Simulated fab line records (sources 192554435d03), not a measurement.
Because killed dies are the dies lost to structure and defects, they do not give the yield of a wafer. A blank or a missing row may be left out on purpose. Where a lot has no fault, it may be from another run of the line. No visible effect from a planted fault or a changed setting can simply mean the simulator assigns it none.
Which tool did it? ; flow n5Finfet ; 24 lots, 72 wafers sampled, at 5 steps of a route of 1938

== WHAT EACH GAUGE READ, for each wafer ==
N5_BEOL_M6_THK_MEAS_53: measures by xrf.
lot;measured;on;M6_THK (nm)
L074;day 8 18:41;filmMetro-02;80.9 80.9 80.7
L075;day 9 14:42;filmMetro-02;82.8 82.1 80.4
L077;day 9 14:56;filmMetro-01;81.7 82.5 83.4
L076;day 9 15:10;filmMetro-02;80.3 79.5 80.0
L078;day 9 20:16;filmMetro-02;82.1 80.2 78.5
L079;day 9 20:03;filmMetro-02;82.1 82.5 81.7
L080;day 10 08:22;filmMetro-02;82.0 82.8 81.1
L081;day 10 17:29;filmMetro-02;81.5 82.1 82.6
L082;day 10 21:52;filmMetro-02;80.9 80.9 81.7
L083;day 11 03:21;filmMetro-01;82.5 82.7 82.3
L085;day 11 16:57;filmMetro-02;82.7 82.0 84.2
L084;day 12 04:08;filmMetro-02;79.8 82.7 80.1
L086;day 12 04:01;filmMetro-02;83.8 81.9 82.4
L088;day 12 08:09;filmMetro-02;80.8 82.9 80.2
L087;day 12 16:20;filmMetro-01;81.4 80.2 80.1
L089;day 12 17:16;filmMetro-01;83.9 81.9 82.5
L090;day 12 21:43;filmMetro-01;81.9 82.0 81.7
L091;day 12 23:51;filmMetro-01;81.1 82.0 79.0
L093;day 13 09:08;filmMetro-02;80.8 81.2 80.6
L092;day 13 15:38;filmMetro-02;79.6 79.5 80.1
L094;day 14 07:47;filmMetro-01;79.8 80.1 82.3
L095;day 14 10:47;filmMetro-01;78.9 79.5 79.6
L096;day 14 15:42;filmMetro-02;82.2 79.0 79.4
L097;day 15 01:34;filmMetro-02;81.9 81.8 80.2

== WHAT TOOL EACH LOT RAN ON (gives the tool, then ch and the chambers of the sampled wafers, and finally the start) ==
lot;N5_BEOL_M6_PECVD_70;N5_BEOL_M6_CURE_75;N5_BEOL_M6_PRE_CLEAN_45;N5_BEOL_M6_SPUTTER_48
L074;pecvd-03 ch 0,1, day 8 10:14;uvCure-03 ch 0, day 8 15:30;pvdSputter-01, day 8 17:11;pvdSputter-03, day 8 17:42
L075;pecvd-01 ch 1,2, day 9 03:34;uvCure-02 ch 1, day 9 11:55;pvdSputter-03, day 9 12:41;pvdSputter-03, day 9 13:16
L077;pecvd-03 ch 0,1,2, day 9 03:46;uvCure-02 ch 2, day 9 12:16;pvdSputter-02, day 9 12:49;pvdSputter-03, day 9 13:35
L076;pecvd-01 ch 1,2, day 9 08:34;uvCure-01 ch 0, day 9 12:37;pvdSputter-03, day 9 12:53;pvdSputter-03, day 9 13:40
L078;pecvd-01 ch 0,1,2, day 9 12:35;uvCure-03 ch 2, day 9 17:19;pvdSputter-01, day 9 17:57;pvdSputter-03, day 9 18:41
L079;pecvd-03 ch 0,2, day 9 12:56;uvCure-02 ch 1, day 9 17:01;pvdSputter-01, day 9 17:52;pvdSputter-02, day 9 18:32
L080;pecvd-01 ch 0,2, day 10 01:29;uvCure-02 ch 2, day 10 05:37;pvdSputter-01, day 10 06:07;pvdSputter-03, day 10 07:19
L081;pecvd-04 ch 0,1, day 10 11:50;uvCure-02 ch 2, day 10 15:07;pvdSputter-02, day 10 15:53;pvdSputter-02, day 10 16:26
L082;pecvd-01 ch 0,2, day 10 15:10;uvCure-03 ch 1, day 10 19:30;pvdSputter-01, day 10 19:57;pvdSputter-01, day 10 20:38
L083;pecvd-04 ch 0,1,2, day 10 19:37;uvCure-03 ch 1, day 10 23:43;pvdSputter-03, day 11 00:08;pvdSputter-03, day 11 02:16
L085;pecvd-03 ch 0,1, day 11 10:50;uvCure-02 ch 0, day 11 14:49;pvdSputter-03, day 11 15:28;pvdSputter-03, day 11 16:08
L084;pecvd-01 ch 0,2, day 11 18:11;uvCure-01 ch 1, day 12 01:24;pvdSputter-02, day 12 01:48;pvdSputter-01, day 12 02:31
L086;pecvd-04 ch 0,1,2, day 11 19:09;uvCure-03 ch 2, day 12 01:10;pvdSputter-02, day 12 01:35;pvdSputter-01, day 12 02:21
L088;pecvd-01 ch 0,2, day 11 23:13;uvCure-01 ch 0, day 12 04:30;pvdSputter-02, day 12 06:34;pvdSputter-02, day 12 07:21
L087;pecvd-03 ch 0,1,2, day 12 07:56;uvCure-02 ch 2, day 12 12:50;pvdSputter-01, day 12 14:02;pvdSputter-03, day 12 15:32
L089;pecvd-03 ch 0,1, day 12 10:44;uvCure-03 ch 1, day 12 14:07;pvdSputter-01, day 12 14:52;pvdSputter-02, day 12 16:10
L090;pecvd-04 ch 0,1,2, day 12 14:31;uvCure-02 ch 0, day 12 19:31;pvdSputter-01, day 12 19:56;pvdSputter-01, day 12 20:55
L091;pecvd-03 ch 0,1,2, day 12 17:47;uvCure-03 ch 1, day 12 21:16;pvdSputter-01, day 12 21:43;pvdSputter-02, day 12 22:46
L093;pecvd-03 ch 0,2, day 13 02:02;uvCure-02 ch 1, day 13 06:44;pvdSputter-01, day 13 07:30;pvdSputter-01, day 13 08:11
L092;pecvd-03 ch 0,1,2, day 13 08:16;uvCure-01 ch 0, day 13 13:25;pvdSputter-03, day 13 13:47;pvdSputter-03, day 13 14:28
L094;pecvd-04 ch 0,1,2, day 13 22:16;uvCure-01 ch 0, day 14 05:20;pvdSputter-02, day 14 05:43;pvdSputter-03, day 14 06:32
L095;pecvd-04 ch 1,2, day 14 02:59;uvCure-03 ch 2, day 14 08:39;pvdSputter-03, day 14 08:58;pvdSputter-03, day 14 09:33
L096;pecvd-03 ch 1,2, day 14 07:30;uvCure-03 ch 1, day 14 11:42;pvdSputter-02, day 14 14:13;pvdSputter-02, day 14 14:52
L097;pecvd-01 ch 0,1, day 14 16:02;uvCure-03 ch 2, day 14 20:38;pvdSputter-02, day 15 00:03;pvdSputter-02, day 15 00:46
- N5_BEOL_M6_PECVD_70: deposits SiO2 from TEOS/O2, target thk 20 nm, time 22.7 s.
- N5_BEOL_M6_CURE_75: cures SiCOH lowk, time 120 s.
- N5_BEOL_M6_PRE_CLEAN_45: time 30 s.
- N5_BEOL_M6_SPUTTER_48: material Cu, target thk 10 nm, time 1.667 s.

== AS READ BY THE TOOLS THEMSELVES (means over the sampled wafers that have a number; for cases with no such wafer, the mark the record gives instead) ==
N5_BEOL_M6_PECVD_70.
lot;tool;heaterPowerW (W);showerheadPlenumPTorr (Torr);throttleValvePct (%)
L074;pecvd-03;630;8.86;21.9
L075;pecvd-01;675;8.79;21.8
L077;pecvd-03;717;8.85;21.3
L076;pecvd-01;647;8.78;21.7
L078;pecvd-01;695;8.81;22.3
L079;pecvd-03;760;8.84;21.1
L080;pecvd-01;637;8.81;22.0
L081;pecvd-04;712;8.85;21.3
L082;pecvd-01;698;8.82;23.0
L083;pecvd-04;687;8.83;21.1
L085;pecvd-03;701;8.86;21.7
L084;pecvd-01;665;8.81;23.0
L086;pecvd-04;717;8.83;21.2
L088;pecvd-01;698;8.81;22.3
L087;pecvd-03;786;8.85;21.5
L089;pecvd-03;743;8.86;21.4
L090;pecvd-04;692;8.80;21.2
L091;pecvd-03;756;8.86;21.6
L093;pecvd-03;760;8.86;21.4
L092;pecvd-03;749;8.86;21.6
L094;pecvd-04;745;8.83;21.1
L095;pecvd-04;718;8.80;21.1
L096;pecvd-03;765;8.86;21.7
L097;pecvd-01;723;8.82;22.5

N5_BEOL_M6_CURE_75.
lot;tool;lampPowerPct (%);wafer_temp_C_max
L074;uvCure-03;52.32;372.0
L075;uvCure-02;52.34;371.1
L077;uvCure-02;52.28;371.2
L076;uvCure-01;52.29;371.6
L078;uvCure-03;52.31;371.7
L079;uvCure-02;52.37;371.7
L080;uvCure-02;52.29;371.5
L081;uvCure-02;52.28;371.7
L082;uvCure-03;52.29;372.1
L083;uvCure-03;52.33;371.6
L085;uvCure-02;52.32;371.3
L084;uvCure-01;52.38;371.0
L086;uvCure-03;52.23;371.0
L088;uvCure-01;52.34;371.3
L087;uvCure-02;52.34;371.5
L089;uvCure-03;52.29;371.5
L090;uvCure-02;52.31;371.9
L091;uvCure-03;52.32;371.7
L093;uvCure-02;52.30;371.5
L092;uvCure-01;52.35;371.0
L094;uvCure-01;52.29;371.2
L095;uvCure-03;52.32;371.4
L096;uvCure-03;52.30;372.2
L097;uvCure-03;52.32;371.3

N5_BEOL_M6_PRE_CLEAN_45.
lot;tool;heaterPowerW (W)
L074;pvdSputter-01;331
L075;pvdSputter-03;315
L077;pvdSputter-02;315
L076;pvdSputter-03;355
L078;pvdSputter-01;334
L079;pvdSputter-01;354
L080;pvdSputter-01;346
L081;pvdSputter-02;330
L082;pvdSputter-01;346
L083;pvdSputter-03;362
L085;pvdSputter-03;370
L084;pvdSputter-02;299
L086;pvdSputter-02;353
L088;pvdSputter-02;299
L087;pvdSputter-01;371
L089;pvdSputter-01;341
L090;pvdSputter-01;379
L091;pvdSputter-01;356
L093;pvdSputter-01;353
L092;pvdSputter-03;363
L094;pvdSputter-02;327
L095;pvdSputter-03;357
L096;pvdSputter-02;350
L097;pvdSputter-02;319

N5_BEOL_M6_SPUTTER_48.
lot;tool;throttleValvePct (%)
L074;pvdSputter-03;30.6
L075;pvdSputter-03;30.5
L077;pvdSputter-03;30.6
L076;pvdSputter-03;29.9
L078;pvdSputter-03;30.6
L079;pvdSputter-02;30.2
L080;pvdSputter-03;29.9
L081;pvdSputter-02;29.7
L082;pvdSputter-01;30.9
L083;pvdSputter-03;30.4
L085;pvdSputter-03;30.8
L084;pvdSputter-01;30.8
L086;pvdSputter-01;30.0
L088;pvdSputter-02;29.8
L087;pvdSputter-03;30.0
L089;pvdSputter-02;30.1
L090;pvdSputter-01;29.8
L091;pvdSputter-02;30.4
L093;pvdSputter-01;30.4
L092;pvdSputter-03;29.8
L094;pvdSputter-03;30.6
L095;pvdSputter-03;30.4
L096;pvdSputter-02;30.6
L097;pvdSputter-02;30.2

== THE ANSWER, worked out from the rows above alone ==
Rule: the usual values come from the lots themselves. The widest of any qualifying gaps counts: lots, ordered by their means at a reading, are off when they make up no more than a third of the lots, leave a main group of 4 or more, and stand apart from it by 3 or more times the standard deviation of that group's means. The tables above print the reading to a certain number of digits; a main group whose means all agree to those digits is not used. Also off: a lot with no number at a reading for which 4 or more lots have one. Where the step has rows for the other lots, those lots are counted as sound. After the gauges, taken in route order, come the tools' own readings; for these a lot's mean is taken, as printed above. At the first step where some lot is off, the reading lying furthest off is the one used; lots without a number count as furthest.
Across all readings shown, no lot is off: no conclusion can be drawn from this.

== WHAT THE SIMULATOR PUT IN ==
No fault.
